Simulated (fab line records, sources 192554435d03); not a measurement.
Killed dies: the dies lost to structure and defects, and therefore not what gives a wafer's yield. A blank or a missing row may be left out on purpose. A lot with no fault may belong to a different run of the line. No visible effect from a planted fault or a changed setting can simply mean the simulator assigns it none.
The tool behind it: which one? / flow n5 finfet / 30 wafers from 10 lots sampled at 5 of the route's 1938 steps

## WHAT THE GAUGES READ, wafer by wafer
N5_PASSIVATION_INSPECT_61: inspects for defects (macro). Usual: raw defect count 2.0, standard deviation 1.3.
lot=L974; measured=day 11 19:55; on=defect inspect-02; raw defect count=2 3 1; flag=
lot=L977; measured=day 12 11:13; on=defect inspect-01; raw defect count=2 0 1; flag=
lot=L975; measured=day 12 16:22; on=defect inspect-02; raw defect count=0 5 1; flag=
lot=L979; measured=day 12 21:09; on=defect inspect-02; raw defect count=2 2 2; flag=
lot=L982; measured=day 13 07:23; on=defect inspect-02; raw defect count=3 4 2; flag=
lot=L986; measured=day 14 23:01; on=defect inspect-02; raw defect count=2 1 2; flag=
lot=L988; measured=day 15 10:37; on=defect inspect-02; raw defect count=50 44 50; flag=OFF
lot=L985; measured=day 15 13:02; on=defect inspect-02; raw defect count=45 63 47; flag=OFF
lot=L990; measured=day 16 10:53; on=defect inspect-01; raw defect count=2 2 2; flag=
lot=L996; measured=day 17 18:55; on=defect inspect-01; raw defect count=1 3 4; flag=

## EACH LOT AND THE TOOL THAT RAN IT (in order: tool; ch and the chambers of the sampled wafers; start)
lot=L974; N5_PASSIVATION_PECVD_00=pecvd-03 ch 0,1,2, day 11 10:27; N5_MIM_TOP_ALD_01=ald hk-01 ch 1,2,3, day 11 14:11 or earlier; N5_MIM_TOP_ETCH_ETCH_00=rie metal-02 ch 0,1, day 11 14:11; N5_MIM_BOT_ETCH_STRIP_01=rie diel-01 ch 1,2, day 11 15:26
lot=L977; N5_PASSIVATION_PECVD_00=pecvd-02 ch 0,1,2, day 12 06:17; N5_MIM_TOP_ALD_01=ald hk-03 ch 1,2, day 12 08:56 or earlier; N5_MIM_TOP_ETCH_ETCH_00=rie metal-01 ch 0, day 12 08:56; N5_MIM_BOT_ETCH_STRIP_01=rie diel-06 ch 0,1,2, day 12 10:08
lot=L975; N5_PASSIVATION_PECVD_00=pecvd-02 ch 0,2, day 12 08:02; N5_MIM_TOP_ALD_01=ald hk-03 ch 0,1,2, day 12 11:45 or earlier; N5_MIM_TOP_ETCH_ETCH_00=rie metal-01 ch 0, day 12 11:45; N5_MIM_BOT_ETCH_STRIP_01=rie diel-02 ch 2,3, day 12 13:24
lot=L979; N5_PASSIVATION_PECVD_00=pecvd-02 ch 1,2, day 12 14:16; N5_MIM_TOP_ALD_01=ald hk-01 ch 0,1,3, day 12 18:37 or earlier; N5_MIM_TOP_ETCH_ETCH_00=rie metal-02 ch 0, day 12 18:37; N5_MIM_BOT_ETCH_STRIP_01=rie diel-01 ch 0,1, day 12 19:58
lot=L982; N5_PASSIVATION_PECVD_00=pecvd-03 ch 1,2, day 13 00:22; N5_MIM_TOP_ALD_01=ald hk-03 ch 0,2,3, day 13 03:39 or earlier; N5_MIM_TOP_ETCH_ETCH_00=rie metal-02 ch 0, day 13 03:39; N5_MIM_BOT_ETCH_STRIP_01=rie diel-01 ch 0,2,3, day 13 05:09
lot=L986; N5_PASSIVATION_PECVD_00=pecvd-03 ch 0,1,2, day 14 17:39; N5_MIM_TOP_ALD_01=ald hk-03 ch 0,2,3, day 14 20:43 or earlier; N5_MIM_TOP_ETCH_ETCH_00=rie metal-01 ch 0,1, day 14 20:43; N5_MIM_BOT_ETCH_STRIP_01=rie diel-06 ch 0,3, day 14 21:45
lot=L988; N5_PASSIVATION_PECVD_00=pecvd-02 ch 1,2, day 15 05:24; N5_MIM_TOP_ALD_01=ald hk-01 ch 0,2,3, day 15 08:02 or earlier; N5_MIM_TOP_ETCH_ETCH_00=rie metal-03 ch 1, day 15 08:02; N5_MIM_BOT_ETCH_STRIP_01=rie diel-01 ch 0,1,3, day 15 09:38
lot=L985; N5_PASSIVATION_PECVD_00=pecvd-03 ch 0,1,2, day 15 06:58; N5_MIM_TOP_ALD_01=ald hk-02 ch 0,3, day 15 08:55 or earlier; N5_MIM_TOP_ETCH_ETCH_00=rie metal-02 ch 1, day 15 08:55; N5_MIM_BOT_ETCH_STRIP_01=rie diel-06 ch 0,3, day 15 10:33
lot=L990; N5_PASSIVATION_PECVD_00=pecvd-02 ch 0,2, day 16 04:56; N5_MIM_TOP_ALD_01=ald hk-03 ch 1,2,3, day 16 07:26 or earlier; N5_MIM_TOP_ETCH_ETCH_00=rie metal-01 ch 0,1, day 16 07:26; N5_MIM_BOT_ETCH_STRIP_01=rie diel-02 ch 0,2, day 16 08:49
lot=L996; N5_PASSIVATION_PECVD_00=pecvd-03 ch 0,2, day 17 10:47; N5_MIM_TOP_ALD_01=ald hk-03 ch 0,1, day 17 15:39 or earlier; N5_MIM_TOP_ETCH_ETCH_00=rie metal-01 ch 0,1, day 17 15:39; N5_MIM_BOT_ETCH_STRIP_01=rie diel-02 ch 0,2, day 17 17:48
- N5_PASSIVATION_PECVD_00: deposits SiO2 from SiH4/N2O, target thk 200 nm, time 11.2 s.
- N5_MIM_TOP_ALD_01: deposits HfO2, target thk 5.6 nm, pulse time 1 s, purge time 3 s.
- N5_MIM_TOP_ETCH_ETCH_00: etches TiN in Cl2/BCl3, target depth 38.5 nm.
- N5_MIM_BOT_ETCH_STRIP_01: strips in O2.

## AS READ BY THE TOOLS THEMSELVES (means over the sampled wafers that have a number; for cases with no such wafer, the mark the record gives instead)
N5_PASSIVATION_PECVD_00. Usual: heater power outer w 409 W, standard deviation 60; heater power w 674 W, standard deviation 70; showerhead plenum p Torr 8.18 Torr, standard deviation 0.082; throttle valve pct 53.0 %, standard deviation 2.5.
lot=L974; tool=pecvd-03; heater power outer w (W)=368; heater power w (W)=642; showerhead plenum p Torr (Torr)=8.26; throttle valve pct (%)=53.4; flag=
lot=L977; tool=pecvd-02; heater power outer w (W)=427; heater power w (W)=679; showerhead plenum p Torr (Torr)=8.16; throttle valve pct (%)=52.4; flag=
lot=L975; tool=pecvd-02; heater power outer w (W)=375; heater power w (W)=622; showerhead plenum p Torr (Torr)=8.13; throttle valve pct (%)=51.4; flag=
lot=L979; tool=pecvd-02; heater power outer w (W)=430; heater power w (W)=667; showerhead plenum p Torr (Torr)=8.18; throttle valve pct (%)=52.5; flag=
lot=L982; tool=pecvd-03; heater power outer w (W)=374; heater power w (W)=637; showerhead plenum p Torr (Torr)=8.20; throttle valve pct (%)=52.1; flag=
lot=L986; tool=pecvd-03; heater power outer w (W)=376; heater power w (W)=637; showerhead plenum p Torr (Torr)=8.27; throttle valve pct (%)=53.9; flag=
lot=L988; tool=pecvd-02; heater power outer w (W)=372; heater power w (W)=628; showerhead plenum p Torr (Torr)=8.18; throttle valve pct (%)=52.7; flag=
lot=L985; tool=pecvd-03; heater power outer w (W)=369; heater power w (W)=615; showerhead plenum p Torr (Torr)=8.26; throttle valve pct (%)=53.8; flag=
lot=L990; tool=pecvd-02; heater power outer w (W)=394; heater power w (W)=654; showerhead plenum p Torr (Torr)=8.13; throttle valve pct (%)=52.6; flag=
lot=L996; tool=pecvd-03; heater power outer w (W)=424; heater power w (W)=712; showerhead plenum p Torr (Torr)=8.32; throttle valve pct (%)=54.0; flag=

N5_MIM_TOP_ALD_01. Usual: precursor pulse height rel 1.000, standard deviation 0.02.
lot=L974; tool=ald hk-01; precursor pulse height rel=0.981; flag=
lot=L977; tool=ald hk-03; precursor pulse height rel=0.998; flag=
lot=L975; tool=ald hk-03; precursor pulse height rel=1.010; flag=
lot=L979; tool=ald hk-01; precursor pulse height rel=0.988; flag=
lot=L982; tool=ald hk-03; precursor pulse height rel=1.002; flag=
lot=L986; tool=ald hk-03; precursor pulse height rel=1.029; flag=
lot=L988; tool=ald hk-01; precursor pulse height rel=1.002; flag=
lot=L985; tool=ald hk-02; precursor pulse height rel=0.979; flag=
lot=L990; tool=ald hk-03; precursor pulse height rel=0.985; flag=
lot=L996; tool=ald hk-03; precursor pulse height rel=1.012; flag=

N5_MIM_TOP_ETCH_ETCH_00. Usual: drypump motor current A 5.4 A, standard deviation 0.48; oes product au 0.79 a.u., standard deviation 0.096; throttle valve pct 22.78 %, standard deviation 0.25.
lot=L974; tool=rie metal-02; drypump motor current A (A)=5.5; oes product au (a.u.)=0.63; throttle valve pct (%)=23.03; flag=
lot=L977; tool=rie metal-01; drypump motor current A (A)=5.9; oes product au (a.u.)=0.76; throttle valve pct (%)=22.95; flag=
lot=L975; tool=rie metal-01; drypump motor current A (A)=5.9; oes product au (a.u.)=0.76; throttle valve pct (%)=22.95; flag=
lot=L979; tool=rie metal-02; drypump motor current A (A)=5.4; oes product au (a.u.)=0.63; throttle valve pct (%)=23.14; flag=
lot=L982; tool=rie metal-02; drypump motor current A (A)=5.4; oes product au (a.u.)=0.63; throttle valve pct (%)=23.13; flag=
lot=L986; tool=rie metal-01; drypump motor current A (A)=5.4; oes product au (a.u.)=0.80; throttle valve pct (%)=22.85; flag=
lot=L988; tool=rie metal-03; drypump motor current A (A)=4.8; oes product au (a.u.)=0.81; throttle valve pct (%)=22.57; flag=
lot=L985; tool=rie metal-02; drypump motor current A (A)=5.6; oes product au (a.u.)=0.96; throttle valve pct (%)=22.76; flag=
lot=L990; tool=rie metal-01; drypump motor current A (A)=5.4; oes product au (a.u.)=0.79; throttle valve pct (%)=22.87; flag=
lot=L996; tool=rie metal-01; drypump motor current A (A)=5.4; oes product au (a.u.)=0.79; throttle valve pct (%)=22.86; flag=

N5_MIM_BOT_ETCH_STRIP_01. Usual: chamber pressure mTorr 30.00 mTorr, standard deviation 0.077; drypump motor current A 5.7 A, standard deviation 0.51; oes product au 0.80 a.u., standard deviation 0.071; rf vpp V 3.7 V, standard deviation 1.4; showerhead plenum p Torr 2.08 Torr, standard deviation 0.076; throttle valve pct 16.66 %, standard deviation 0.24.
lot=L974; tool=rie diel-01; chamber pressure mTorr (mTorr)=30.06; drypump motor current A (A)=5.8; oes product au (a.u.)=0.82; rf vpp V (V)=3.2; showerhead plenum p Torr (Torr)=2.09; throttle valve pct (%)=16.75; flag=
lot=L977; tool=rie diel-06; chamber pressure mTorr (mTorr)=30.03; drypump motor current A (A)=5.8; oes product au (a.u.)=0.80; rf vpp V (V)=3.4; showerhead plenum p Torr (Torr)=2.14; throttle valve pct (%)=16.73; flag=
lot=L975; tool=rie diel-02; chamber pressure mTorr (mTorr)=30.06; drypump motor current A (A)=5.9; oes product au (a.u.)=0.85; rf vpp V (V)=4.0; showerhead plenum p Torr (Torr)=2.10; throttle valve pct (%)=16.56; flag=
lot=L979; tool=rie diel-01; chamber pressure mTorr (mTorr)=30.07; drypump motor current A (A)=4.8; oes product au (a.u.)=0.69; rf vpp V (V)=3.7; showerhead plenum p Torr (Torr)=2.04; throttle valve pct (%)=16.85; flag=
lot=L982; tool=rie diel-01; chamber pressure mTorr (mTorr)=30.03; drypump motor current A (A)=5.4; oes product au (a.u.)=0.79; rf vpp V (V)=3.3; showerhead plenum p Torr (Torr)=2.06; throttle valve pct (%)=16.54; flag=
lot=L986; tool=rie diel-06; chamber pressure mTorr (mTorr)=29.95; drypump motor current A (A)=5.6; oes product au (a.u.)=0.77; rf vpp V (V)=3.0; showerhead plenum p Torr (Torr)=2.07; throttle valve pct (%)=16.75; flag=
lot=L988; tool=rie diel-01; chamber pressure mTorr (mTorr)=-; drypump motor current A (A)=-; oes product au (a.u.)=-; rf vpp V (V)=-; showerhead plenum p Torr (Torr)=-; throttle valve pct (%)=-; flag=OFF
lot=L985; tool=rie diel-06; chamber pressure mTorr (mTorr)=-; drypump motor current A (A)=-; oes product au (a.u.)=-; rf vpp V (V)=-; showerhead plenum p Torr (Torr)=-; throttle valve pct (%)=-; flag=OFF
lot=L990; tool=rie diel-02; chamber pressure mTorr (mTorr)=29.94; drypump motor current A (A)=5.6; oes product au (a.u.)=0.80; rf vpp V (V)=4.5; showerhead plenum p Torr (Torr)=2.18; throttle valve pct (%)=16.65; flag=
lot=L996; tool=rie diel-02; chamber pressure mTorr (mTorr)=29.88; drypump motor current A (A)=5.7; oes product au (a.u.)=0.79; rf vpp V (V)=3.6; showerhead plenum p Torr (Torr)=2.15; throttle valve pct (%)=16.68; flag=

## THE ANSWER, worked out from the rows above alone
Rule: a lot counts as off when the mean over its wafers that have a number is more than 3 standard deviations away from the usual mean. Also off: a lot with no number at a reading for which 4 or more lots have one. All remaining lots with rows at the step are treated as sound. The gauges are gone through in route order, then the tools' own readings, and for those a lot's mean is taken as printed above. At the first step where some lot is off, the reading lying furthest off is the one used; lots without a number count as furthest.
Off, at N5_PASSIVATION_INSPECT_61 on raw defect count: L988, L985.
If a tool, at a process step before that reading, ran all the lots that are off and no sound lot after the first of them, it fits. The gauges at N5_PASSIVATION_INSPECT_61 aren't tried: what is off there is off at N5_MIM_BOT_ETCH_STRIP_01 too, on other tools, and a gauge's error can't cause that. With no start given for some of its lots, N5_MIM_TOP_ALD_01 uses the hours and lot order of N5_MIM_TOP_ETCH_ETCH_00. Not one of the candidates tried fits.

## WHAT HAD BEEN PUT IN BY THE SIMULATOR
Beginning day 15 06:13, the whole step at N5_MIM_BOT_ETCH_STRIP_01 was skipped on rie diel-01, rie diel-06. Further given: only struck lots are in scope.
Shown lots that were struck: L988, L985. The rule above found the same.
